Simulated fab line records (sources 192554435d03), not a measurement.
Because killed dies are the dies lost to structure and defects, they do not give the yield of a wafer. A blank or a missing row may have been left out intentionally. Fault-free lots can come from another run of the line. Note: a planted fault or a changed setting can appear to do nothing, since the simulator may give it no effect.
Matching of chambers || flow n5_finfet || N5_BEOL_M10_CMP_52 on cmp-03: 4 sister chambers
The step polishes, stops on SiCOH lowk, t overpolish 7 s, target thk 140 nm. 18 wafers are shown with their chamber, then 9 later ones without.

## EACH WAFER AND ITS CHAMBER
{"wafer": "L075.1", "chamber": 0, "motor_current_A (A)": 5.4, "barrier_field_endpoint_s (s)": 28.7, "overpolish_run_s (s)": 7.003}
{"wafer": "L075.2", "chamber": 3, "motor_current_A (A)": 6.8, "barrier_field_endpoint_s (s)": 29.5, "overpolish_run_s (s)": 6.979}
{"wafer": "L075.4", "chamber": 1, "motor_current_A (A)": 6.3, "barrier_field_endpoint_s (s)": 27.7, "overpolish_run_s (s)": 6.996}
{"wafer": "L076.2", "chamber": 0, "motor_current_A (A)": 5.1, "barrier_field_endpoint_s (s)": 27.7, "overpolish_run_s (s)": 6.997}
{"wafer": "L076.5", "chamber": 3, "motor_current_A (A)": 6.5, "barrier_field_endpoint_s (s)": 29.1, "overpolish_run_s (s)": 6.999}
{"wafer": "L076.6", "chamber": 0, "motor_current_A (A)": 4.9, "barrier_field_endpoint_s (s)": 28.3, "overpolish_run_s (s)": 6.988}
{"wafer": "L080.1", "chamber": 0, "motor_current_A (A)": 5.0, "barrier_field_endpoint_s (s)": 28.3, "overpolish_run_s (s)": 6.983}
{"wafer": "L080.2", "chamber": 3, "motor_current_A (A)": 6.7, "barrier_field_endpoint_s (s)": 28.9, "overpolish_run_s (s)": 7.002}
{"wafer": "L080.6", "chamber": 2, "motor_current_A (A)": 5.3, "barrier_field_endpoint_s (s)": 29.8, "overpolish_run_s (s)": 7.003}
{"wafer": "L083.2", "chamber": 0, "motor_current_A (A)": 4.7, "barrier_field_endpoint_s (s)": 27.8, "overpolish_run_s (s)": 6.993}
{"wafer": "L083.5", "chamber": 1, "motor_current_A (A)": 6.2, "barrier_field_endpoint_s (s)": 28.0, "overpolish_run_s (s)": 7.006}
{"wafer": "L083.6", "chamber": 0, "motor_current_A (A)": 5.1, "barrier_field_endpoint_s (s)": 28.6, "overpolish_run_s (s)": 6.986}
{"wafer": "L084.3", "chamber": 3, "motor_current_A (A)": 6.5, "barrier_field_endpoint_s (s)": 28.8, "overpolish_run_s (s)": 7.008}
{"wafer": "L084.4", "chamber": 0, "motor_current_A (A)": 4.9, "barrier_field_endpoint_s (s)": 28.4, "overpolish_run_s (s)": 6.989}
{"wafer": "L084.5", "chamber": 1, "motor_current_A (A)": 6.2, "barrier_field_endpoint_s (s)": 28.4, "overpolish_run_s (s)": 7.005}
{"wafer": "L086.2", "chamber": 3, "motor_current_A (A)": 6.4, "barrier_field_endpoint_s (s)": 28.9, "overpolish_run_s (s)": 7.000}
{"wafer": "L086.4", "chamber": 2, "motor_current_A (A)": 5.6, "barrier_field_endpoint_s (s)": 29.8, "overpolish_run_s (s)": 7.007}
{"wafer": "L086.6", "chamber": 1, "motor_current_A (A)": 6.2, "barrier_field_endpoint_s (s)": 28.6, "overpolish_run_s (s)": 6.998}

SIGNATURES (averages over the wafers above)
{"reading": "motor_current_A", "chamber 0": 5.014, "chamber 1": 6.225, "chamber 2": 5.450, "chamber 3": 6.580, "scatter within a chamber": 0.179}
{"reading": "barrier_field_endpoint_s", "chamber 0": 28.257, "chamber 1": 28.175, "chamber 2": 29.800, "chamber 3": 29.040, "scatter within a chamber": 0.344}
{"reading": "overpolish_run_s", "chamber 0": 6.99129, "chamber 1": 7.00125, "chamber 2": 7.00500, "chamber 3": 6.99760, "scatter within a chamber": 0.00779}
Rule: distance of a wafer from a chamber = root of the sum over the readings of ((wafer's reading minus chamber's mean) / reading's scatter) squared. The wafer belongs to the nearest chamber; if the next one is less than 2 further off, it can't be placed. How the scatter is found: for the shown wafers, subtract from each reading the mean of its chamber, square and add these, divide the total by (wafers less chambers), then take the root.

## WAFERS WHOSE CHAMBER IS MISSING
{"wafer": "L087.1", "motor_current_A (A)": 6.3, "barrier_field_endpoint_s (s)": 29.3, "overpolish_run_s (s)": 6.998}
{"wafer": "L087.4", "motor_current_A (A)": 5.1, "barrier_field_endpoint_s (s)": 29.3, "overpolish_run_s (s)": 6.988}
{"wafer": "L087.6", "motor_current_A (A)": 5.5, "barrier_field_endpoint_s (s)": 30.7, "overpolish_run_s (s)": 7.012}
{"wafer": "L092.2", "motor_current_A (A)": 5.2, "barrier_field_endpoint_s (s)": 28.4, "overpolish_run_s (s)": 6.985}
{"wafer": "L092.3", "motor_current_A (A)": 6.5, "barrier_field_endpoint_s (s)": 28.7, "overpolish_run_s (s)": 7.008}
{"wafer": "L092.4", "motor_current_A (A)": 5.2, "barrier_field_endpoint_s (s)": 29.2, "overpolish_run_s (s)": 6.996}
{"wafer": "L093.1", "motor_current_A (A)": 5.2, "barrier_field_endpoint_s (s)": 28.7, "overpolish_run_s (s)": 6.993}
{"wafer": "L093.3", "motor_current_A (A)": 6.1, "barrier_field_endpoint_s (s)": 28.5, "overpolish_run_s (s)": 6.999}
{"wafer": "L093.4", "motor_current_A (A)": 6.6, "barrier_field_endpoint_s (s)": 29.6, "overpolish_run_s (s)": 7.014}

## WHICH CHAMBER EACH ONE RAN IN
{"wafer": "L087.1", "from the rows above": "can't be placed: 3 or 1", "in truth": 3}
{"wafer": "L087.4", "from the rows above": "can't be placed: 0 or 2", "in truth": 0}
{"wafer": "L087.6", "from the rows above": 2, "in truth": 2}
{"wafer": "L092.2", "from the rows above": 0, "in truth": 0}
{"wafer": "L092.3", "from the rows above": "can't be placed: 3 or 1", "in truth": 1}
{"wafer": "L092.4", "from the rows above": "can't be placed: 2 or 0", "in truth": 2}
{"wafer": "L093.1", "from the rows above": 0, "in truth": 0}
{"wafer": "L093.3", "from the rows above": "can't be placed: 1 or 3", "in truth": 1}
{"wafer": "L093.4", "from the rows above": 3, "in truth": 3}
Placed correctly: 4 of 9. From these rows, 5 cannot be placed; in 5 the true chamber is one of the candidates. Placed wrongly: 0.
